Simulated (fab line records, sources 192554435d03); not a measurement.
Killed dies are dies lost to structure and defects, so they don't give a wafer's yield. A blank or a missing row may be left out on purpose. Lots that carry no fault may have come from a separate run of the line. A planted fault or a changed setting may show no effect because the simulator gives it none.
Matching of chambers || flow n5Finfet || 4 sister chambers for N5_HKMG_FIN_CMP_23 on cmp-03
The step polishes, stops on SiNx, t overpolish 10 s, target thk 46.326 nm. 7 wafers are shown with their chamber, then 11 later ones without.

## WAFERS WITH THEIR CHAMBER
{"wafer": "L077.1", "chamber": 0, "motorCurrentA (A)": 13.4, "overpolishRunS (s)": 10.006}
{"wafer": "L083.6", "chamber": 3, "motorCurrentA (A)": 12.7, "overpolishRunS (s)": 10.000}
{"wafer": "L088.2", "chamber": 3, "motorCurrentA (A)": 12.6, "overpolishRunS (s)": 10.007}
{"wafer": "L088.3", "chamber": 1, "motorCurrentA (A)": 13.1, "overpolishRunS (s)": 9.989}
{"wafer": "L089.1", "chamber": 1, "motorCurrentA (A)": 12.6, "overpolishRunS (s)": 9.992}
{"wafer": "L089.6", "chamber": 2, "motorCurrentA (A)": 11.1, "overpolishRunS (s)": 10.011}
{"wafer": "L090.1", "chamber": 2, "motorCurrentA (A)": 10.8, "overpolishRunS (s)": 10.002}

## WAFERS MISSING THEIR CHAMBER
{"wafer": "L090.2", "motorCurrentA (A)": 12.7, "overpolishRunS (s)": 10.007}
{"wafer": "L090.5", "motorCurrentA (A)": 13.8, "overpolishRunS (s)": 10.010}
{"wafer": "L093.1", "motorCurrentA (A)": 13.4, "overpolishRunS (s)": 10.024}
{"wafer": "L093.4", "motorCurrentA (A)": 10.9, "overpolishRunS (s)": 9.990}
{"wafer": "L093.6", "motorCurrentA (A)": 10.9, "overpolishRunS (s)": 10.013}
{"wafer": "L094.1", "motorCurrentA (A)": 11.2, "overpolishRunS (s)": 10.003}
{"wafer": "L094.2", "motorCurrentA (A)": 12.8, "overpolishRunS (s)": 9.991}
{"wafer": "L094.3", "motorCurrentA (A)": 13.6, "overpolishRunS (s)": 9.994}
{"wafer": "L097.3", "motorCurrentA (A)": 11.0, "overpolishRunS (s)": 10.013}
{"wafer": "L097.4", "motorCurrentA (A)": 14.0, "overpolishRunS (s)": 10.000}
{"wafer": "L097.6", "motorCurrentA (A)": 11.6, "overpolishRunS (s)": 10.004}

## WHICH CHAMBER EACH WENT THROUGH
{"wafer": "L090.2", "from the rows above": 3, "in truth": 3}
{"wafer": "L090.5", "from the rows above": 0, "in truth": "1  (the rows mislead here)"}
{"wafer": "L093.1", "from the rows above": "can't be placed: 0 or 3", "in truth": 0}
{"wafer": "L093.4", "from the rows above": 2, "in truth": 2}
{"wafer": "L093.6", "from the rows above": 2, "in truth": 2}
{"wafer": "L094.1", "from the rows above": 2, "in truth": 2}
{"wafer": "L094.2", "from the rows above": 1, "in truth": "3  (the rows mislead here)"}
{"wafer": "L094.3", "from the rows above": "can't be placed: 0 or 1 or 3", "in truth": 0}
{"wafer": "L097.3", "from the rows above": 2, "in truth": 2}
{"wafer": "L097.4", "from the rows above": 0, "in truth": 0}
{"wafer": "L097.6", "from the rows above": "can't be placed: 2 or 3", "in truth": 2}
6 of 11 placed correctly. Can't be placed from these rows: 3 (the true chamber is among the candidates in 3). Wrongly placed: 2.
How it was worked out, from the rows above alone: a wafer's distance from a chamber is the root of the sum, over the readings, of the square of ((its reading less the chamber's mean) divided by the reading's scatter). If the next closest chamber is less than 2 further off than the closest, the wafer can't be placed; otherwise it belongs to the closest. A chamber's mean is the mean of its shown wafers. The scatter: the root of (the sum of the squares of (reading less its chamber's mean) over the shown wafers, divided by (wafers less chambers)).
